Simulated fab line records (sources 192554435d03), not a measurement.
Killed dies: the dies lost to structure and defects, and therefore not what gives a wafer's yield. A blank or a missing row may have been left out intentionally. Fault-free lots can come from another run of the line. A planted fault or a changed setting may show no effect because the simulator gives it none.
Matching of chambers / flow n5_finfet / N5_FIN_SAQP_HM_OPEN_73 on rie_diel-05: 4 sister chambers
The step chemistry CHF3/O2, target SiO2, stops on a-Si, target depth 12 nm, time 16.8 s. 8 wafers are shown with their chamber, then 8 later ones without.

== WAFERS, EACH WITH ITS CHAMBER ==
wafer=L087.4; chamber=3; throttle_valve_pct (%)=18.50; rf_vpp_V (V)=514
wafer=L087.5; chamber=2; throttle_valve_pct (%)=18.52; rf_vpp_V (V)=535
wafer=L091.1; chamber=3; throttle_valve_pct (%)=18.52; rf_vpp_V (V)=515
wafer=L091.6; chamber=1; throttle_valve_pct (%)=18.93; rf_vpp_V (V)=534
wafer=L092.1; chamber=1; throttle_valve_pct (%)=18.95; rf_vpp_V (V)=536
wafer=L092.3; chamber=2; throttle_valve_pct (%)=18.54; rf_vpp_V (V)=537
wafer=L092.4; chamber=0; throttle_valve_pct (%)=19.12; rf_vpp_V (V)=533
wafer=L093.2; chamber=0; throttle_valve_pct (%)=19.11; rf_vpp_V (V)=531

== WAFERS MISSING THEIR CHAMBER ==
wafer=L093.4; throttle_valve_pct (%)=18.95; rf_vpp_V (V)=536
wafer=L093.5; throttle_valve_pct (%)=19.11; rf_vpp_V (V)=532
wafer=L096.2; throttle_valve_pct (%)=18.55; rf_vpp_V (V)=535
wafer=L096.4; throttle_valve_pct (%)=18.52; rf_vpp_V (V)=515
wafer=L096.5; throttle_valve_pct (%)=18.54; rf_vpp_V (V)=518
wafer=L097.1; throttle_valve_pct (%)=19.14; rf_vpp_V (V)=532
wafer=L097.3; throttle_valve_pct (%)=18.54; rf_vpp_V (V)=535
wafer=L097.5; throttle_valve_pct (%)=18.95; rf_vpp_V (V)=536

== WHICH CHAMBER EACH WENT THROUGH ==
wafer=L093.4; from the rows above=1; in truth=1
wafer=L093.5; from the rows above=0; in truth=0
wafer=L096.2; from the rows above=2; in truth=2
wafer=L096.4; from the rows above=3; in truth=3
wafer=L096.5; from the rows above=3; in truth=3
wafer=L097.1; from the rows above=0; in truth=0
wafer=L097.3; from the rows above=2; in truth=2
wafer=L097.5; from the rows above=1; in truth=1
Placed correctly: 8 of 8. Number that these rows cannot place: 0. Placed wrongly: 0.
How it was worked out, from the rows above alone: a wafer's distance from a chamber is the root of the sum, over the readings, of the square of ((its reading less the chamber's mean) divided by the reading's scatter). If the next closest chamber is less than 2 further off than the closest, the wafer can't be placed; otherwise it belongs to the closest. A chamber's mean is the mean of its shown wafers. The scatter is the square root of a quotient: the sum, over the shown wafers, of each reading's squared deviation from its chamber's mean, divided by wafers minus chambers.
